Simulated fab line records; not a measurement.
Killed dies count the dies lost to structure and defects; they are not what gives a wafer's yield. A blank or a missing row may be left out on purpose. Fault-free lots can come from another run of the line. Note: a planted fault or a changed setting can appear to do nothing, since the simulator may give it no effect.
Which tool was responsible?	flow n5 finfet	8 lots, 24 wafers sampled, at 5 steps of a route of 1938

WHAT THE GAUGES SHOWED, per wafer
N5_BEOL_M2_CD_MEAS_18: pitch 36 nm, target cd 18 nm. Usual: 18.0 nm for cd nm, sd 0.31.
lot	measured	on	cd nm (nm)	flag
L928	day 6 12:59	cd sem-02	18.3 18.2 18.3	
L930	day 7 06:58	cd sem-03	17.9 17.2 17.7	
L934	day 8 04:39	cd sem-03	18.2 18.1 18.0	
L939	day 9 09:33	cd sem-01	17.6 17.9 17.8	
L940	day 9 16:35	cd sem-03	18.0 18.1 17.9	
L942	day 9 22:11	cd sem-01	18.0 18.6 18.3	
L948	day 11 08:55	cd sem-02	18.0 18.2 18.3	
L950	day 12 05:20	cd sem-03	17.7 17.8 18.2	

N5_BEOL_M4_RC_MEAS_101. Usual: DIBL_N 36.4 mV/V, standard deviation 1.5; DIBL_P 36.4 mV/V, standard deviation 1.6; IOFF_N 0.164 nA/um, standard deviation 0.025; IOFF_P 0.214 nA/um, standard deviation 0.028; ION_N 675 uA/um, standard deviation 9.9; ION_P 463 uA/um, standard deviation 6.5; SS_N 71.5 mV/dec, standard deviation 0.5; SS_P 73.3 mV/dec, standard deviation 0.56; VT_N 249.2 mV, standard deviation 2.7; VT_P -250.1 mV, standard deviation 2.8.
lot	measured	on	DIBL_N (mV/V)	DIBL_P (mV/V)	IOFF_N (nA/um)	IOFF_P (nA/um)	ION_N (uA/um)	ION_P (uA/um)	SS_N (mV/dec)	SS_P (mV/dec)	VT_N (mV)	VT_P (mV)	flag
L928	day 7 20:11	prober-02	36.5 37.0 37.2	35.4 36.7 36.3	0.134 0.155 0.149	0.171 0.186 0.185	664 688 660	453 458 451	71.2 70.7 70.8	73.7 73.7 73.2	250.4 248.1 251.0	-256.0 -253.7 -256.5	
L930	day 8 12:26	prober-02	35.8 36.0 35.8	37.5 37.2 36.9	0.165 0.168 0.166	0.224 0.219 0.208	677 682 687	471 467 467	71.8 71.8 70.9	73.8 73.6 73.2	249.6 247.4 248.3	-249.5 -249.8 -250.5	
L934	day 9 12:56	prober-01	37.0 37.1 35.8	38.9 39.1 37.2	0.179 0.171 0.159	0.242 0.249 0.212	677 676 677	462 464 466	72.6 72.4 71.5	72.9 73.9 73.1	247.9 250.5 251.4	-251.3 -248.7 -248.6	
L939	day 10 18:33	prober-01	35.4 36.5 34.9	35.3 37.1 34.9	0.159 0.188 0.156	0.232 0.260 0.230	683 695 667	478 477 460	72.0 72.6 72.1	73.2 73.9 73.2	249.1 244.5 248.4	-247.9 -246.2 -246.7	
L940	day 11 01:11	prober-01	35.4 33.9 36.6	35.4 34.3 37.4	0.137 0.121 0.166	0.176 0.169 0.209	668 661 668	456 455 452	70.9 70.4 71.3	72.5 73.0 73.3	254.7 255.1 247.1	-254.9 -252.1 -252.9	
L942	day 11 03:19	prober-01	37.4 37.2 37.9	38.4 38.6 38.8	0.186 0.181 0.203	0.244 0.239 0.244	676 677 679	466 464 458	71.7 71.7 72.0	73.3 73.4 73.5	248.0 249.7 248.6	-251.3 -250.6 -246.8	
L948	day 13 00:23	prober-01	37.0 36.1 36.7	37.4 36.9 37.4	0.161 0.150 0.152	0.218 0.207 0.208	674 677 669	463 464 464	71.5 72.0 71.9	73.1 72.8 73.1	247.9 247.4 248.8	-252.6 -249.7 -250.3	
L950	day 13 16:01	prober-02	35.5 36.0 36.3	35.8 36.8 36.5	0.140 0.158 0.155	0.200 0.221 0.216	660 670 665	457 465 464	71.3 72.0 71.7	72.4 73.2 72.3	250.5 249.4 251.5	-249.5 -250.0 -250.7	

WHICH TOOL RAN EACH LOT (tool, then ch and the chambers of the sampled wafers, then the start)
lot	N5_BEOL_M2_ETCH_63	N5_BEOL_M2_STRIP_19	N5_BEOL_M2_ETCH_70
L928	rie diel-01 ch 2,3, day 6 12:31	rie diel-04 ch 1,2, day 6 12:55	rie diel-01 ch 1,2,3, day 6 16:47
L930	rie diel-04 ch 1,2, day 7 06:29	rie diel-01 ch 0,2,3, day 7 06:53	rie diel-01 ch 0,3, day 7 08:36
L934	rie diel-01 ch 0,1,3, day 8 04:08	rie diel-01 ch 0,1,3, day 8 04:35	rie diel-02 ch 0,1,3, day 8 10:05
L939	rie diel-04 ch 1,2,3, day 9 09:10	rie diel-04 ch 0,1,3, day 9 09:29	rie diel-01 ch 0,1,3, day 9 11:52
L940	rie diel-04 ch 1,2,3, day 9 16:11	rie diel-02 ch 0,1,2, day 9 16:31	rie diel-01 ch 0,1,3, day 9 22:44
L942	rie diel-01 ch 0,1,3, day 9 21:47	rie diel-02 ch 1,2,3, day 9 22:07	rie diel-04 ch 0,1,2, day 9 23:23
L948	rie diel-01 ch 1,2,3, day 11 08:25	rie diel-04 ch 0,2,3, day 11 08:51	rie diel-04 ch 0,2,3, day 11 14:33
L950	rie diel-04 ch 0,1,2, day 12 04:57	rie diel-04 ch 1,2, day 12 05:16	rie diel-04 ch 1,2, day 12 10:38
- N5_BEOL_M2_ETCH_63: etches SiARC in CF4, target depth 15.6 nm, time 26 s.
- N5_BEOL_M2_STRIP_19: strips in O2.
- N5_BEOL_M2_ETCH_70: etches SOC in N2/H2, target depth 80 nm, overetch 24 nm, time 130 s.

AS READ BY THE TOOLS THEMSELVES (means over the sampled wafers that have a number; for cases with no such wafer, the mark the record gives instead)
N5_BEOL_M2_ETCH_63. Usual: bias w 36.01 W, standard deviation 0.1; chamber pressure mTorr 40.00 mTorr, standard deviation 0.039; drypump motor current A 5.6 A, standard deviation 0.43; etch rf on time s 25.8 s, standard deviation 0.45; oes product au 0.71 a.u., standard deviation 0.073; rf vpp V 184.2 V, standard deviation 1.2; showerhead plenum p Torr 2.16 Torr, standard deviation 0.062; throttle valve pct 15.68 %, standard deviation 0.26.
lot	tool	bias w (W)	chamber pressure mTorr (mTorr)	drypump motor current A (A)	etch rf on time s (s)	oes product au (a.u.)	rf vpp V (V)	showerhead plenum p Torr (Torr)	throttle valve pct (%)	flag
L928	rie diel-01	36.04	40.01	5.8	25.8	0.79	185.4	2.26	15.36	
L930	rie diel-04	36.05	39.99	5.3	26.2	0.73	183.4	2.16	15.77	
L934	rie diel-01	35.98	39.99	6.1	25.4	0.74	183.3	2.17	15.73	
L939	rie diel-04	36.07	39.99	5.3	25.7	0.68	184.4	2.15	15.79	
L940	rie diel-04	36.06	40.01	5.3	26.1	0.68	184.7	2.15	15.78	
L942	rie diel-01	36.05	39.97	6.1	25.5	0.72	184.4	2.16	15.75	
L948	rie diel-01	36.06	40.04	5.9	25.5	0.70	184.5	2.18	15.69	
L950	rie diel-04	35.91	40.00	5.2	25.4	0.76	183.7	2.15	15.67	

N5_BEOL_M2_STRIP_19. Usual: chamber pressure mTorr 30.002 mTorr, standard deviation 0.026; drypump motor current A 5.4 A, standard deviation 0.36; oes product au 0.83 a.u., standard deviation 0.088; rf vpp V 3.7 V, standard deviation 0.51; showerhead plenum p Torr 2.11 Torr, standard deviation 0.059; throttle valve pct 16.78 %, standard deviation 0.23.
lot	tool	chamber pressure mTorr (mTorr)	drypump motor current A (A)	oes product au (a.u.)	rf vpp V (V)	showerhead plenum p Torr (Torr)	throttle valve pct (%)	flag
L928	rie diel-04	29.983	5.3	0.89	3.6	2.12	16.84	
L930	rie diel-01	29.986	5.9	0.93	3.5	2.20	16.57	
L934	rie diel-01	29.994	6.1	0.86	3.5	2.13	16.81	
L939	rie diel-04	29.988	5.2	0.79	4.0	2.11	16.83	
L940	rie diel-02	29.996	5.3	0.78	4.0	2.05	16.83	
L942	rie diel-02	29.999	5.1	0.77	3.5	2.05	16.73	
L948	rie diel-04	30.017	5.5	0.84	4.0	2.13	16.84	
L950	rie diel-04	30.012	5.3	0.90	3.9	2.11	16.76	

N5_BEOL_M2_ETCH_70. Usual: bias w 149.9 W, standard deviation 0.45; chamber pressure mTorr 30.00 mTorr, standard deviation 0.03; drypump motor current A 5.6 A, standard deviation 0.42; oes product au 0.61 a.u., standard deviation 0.059; rf vpp V 524.5 V, standard deviation 2.5; showerhead plenum p Torr 2.56 Torr, standard deviation 0.087; throttle valve pct 17.8 %, standard deviation 0.31.
lot	tool	bias w (W)	chamber pressure mTorr (mTorr)	drypump motor current A (A)	oes product au (a.u.)	rf vpp V (V)	showerhead plenum p Torr (Torr)	throttle valve pct (%)	flag
L928	rie diel-01	150.1	30.00	6.0	0.63	526.6	2.62	17.8	
L930	rie diel-01	149.9	30.00	6.0	0.70	526.4	2.63	17.8	
L934	rie diel-02	149.6	30.01	5.3	0.59	522.6	2.52	17.8	
L939	rie diel-01	147.9	30.01	6.1	0.61	521.2	2.57	18.0	OFF
L940	rie diel-01	147.8	30.00	6.1	0.62	521.0	2.57	18.0	OFF
L942	rie diel-04	150.1	30.02	5.3	0.60	523.9	2.56	18.0	
L948	rie diel-04	150.1	30.02	5.5	0.61	524.6	2.58	18.0	
L950	rie diel-04	150.2	30.01	5.0	0.67	523.2	2.52	17.7	

THE ANSWER, worked out from the rows above alone
Rule: lot off if the mean of its wafers having a number is beyond 3 standard deviations from the usual mean. Also off: a lot with no number at a reading for which 4 or more lots have one. The other lots that the step has rows for count as sound. Order of review: gauges by route order, followed by the tools' own readings, for which a lot's mean as printed above is used. The first step at which some lot is off is used, and at that step the reading that is off furthest; a lot without a number counts as furthest.
Off, at N5_BEOL_M2_ETCH_70 on bias w: L939, L940.
If a tool, at that step or one of the process steps before it, ran each lot that is off and ran no sound lot following the first of them, it fits. One fits: N5_BEOL_M2_ETCH_70 on rie diel-01. Its last sound lot is L930 (day 7 08:36), its first lot that is off L939 (day 9 11:52): a fault that began between those two fits.
On the lots that are off, the tool's own readings at N5_BEOL_M2_ETCH_70 differ by more than 5 times the standard deviation of the sound lots' means, which bears it out; bias w reads 147.9 W there versus 150.0 W on the sound lots.

WHAT HAD BEEN PUT IN BY THE SIMULATOR
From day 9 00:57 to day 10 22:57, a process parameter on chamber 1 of rie diel-01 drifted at N5_BEOL_M2_ETCH_70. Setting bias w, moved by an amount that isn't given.
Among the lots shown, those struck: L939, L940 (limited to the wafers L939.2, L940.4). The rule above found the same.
